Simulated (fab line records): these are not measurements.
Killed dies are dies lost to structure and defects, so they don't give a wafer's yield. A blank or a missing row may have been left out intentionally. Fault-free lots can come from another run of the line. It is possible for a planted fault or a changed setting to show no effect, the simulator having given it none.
Chamber matching -- flow n5_finfet -- N5_BEOL_M2_ILD_DEP_00 on pecvd-01 has 3 sister chambers
The step deposits SiOC from DEMS/O2, target thk 79 nm, time 15.3 s. 6 wafers are shown with their chamber, then 7 later ones without.

## WAFERS WITH THEIR CHAMBER
wafer,chamber,throttle_valve_pct (%),heater_power_w (W)
L189.4,1,11.3,471
L191.1,1,11.1,475
L196.5,0,12.5,452
L196.6,2,11.2,360
L203.1,0,12.7,457
L203.3,2,11.3,393

## WAFERS WITH NO CHAMBER GIVEN
wafer,throttle_valve_pct (%),heater_power_w (W)
L203.6,11.2,539
L205.1,11.1,322
L205.3,12.6,466
L205.6,10.9,324
L206.1,12.9,472
L206.5,11.0,531
L206.6,12.6,479

## WHICH CHAMBER EACH ONE RAN IN
wafer,from the rows above,in truth
L203.6,1,1
L205.1,2,2
L205.3,0,0
L205.6,2,2
L206.1,0,0
L206.5,1,1
L206.6,0,0
Correct placement for 7 of the 7. Left unplaced by these rows: 0. Number placed wrongly: 0.
How it was worked out, from the rows above alone: a wafer's distance from a chamber is the root of the sum, over the readings, of the square of ((its reading less the chamber's mean) divided by the reading's scatter). The wafer belongs to the nearest chamber; if the next one is less than 2 further off, it can't be placed. A chamber's mean is the mean of its shown wafers. The scatter: take each reading less its chamber's mean, square it, sum over the shown wafers, divide by the number of wafers less the number of chambers, and take the root.
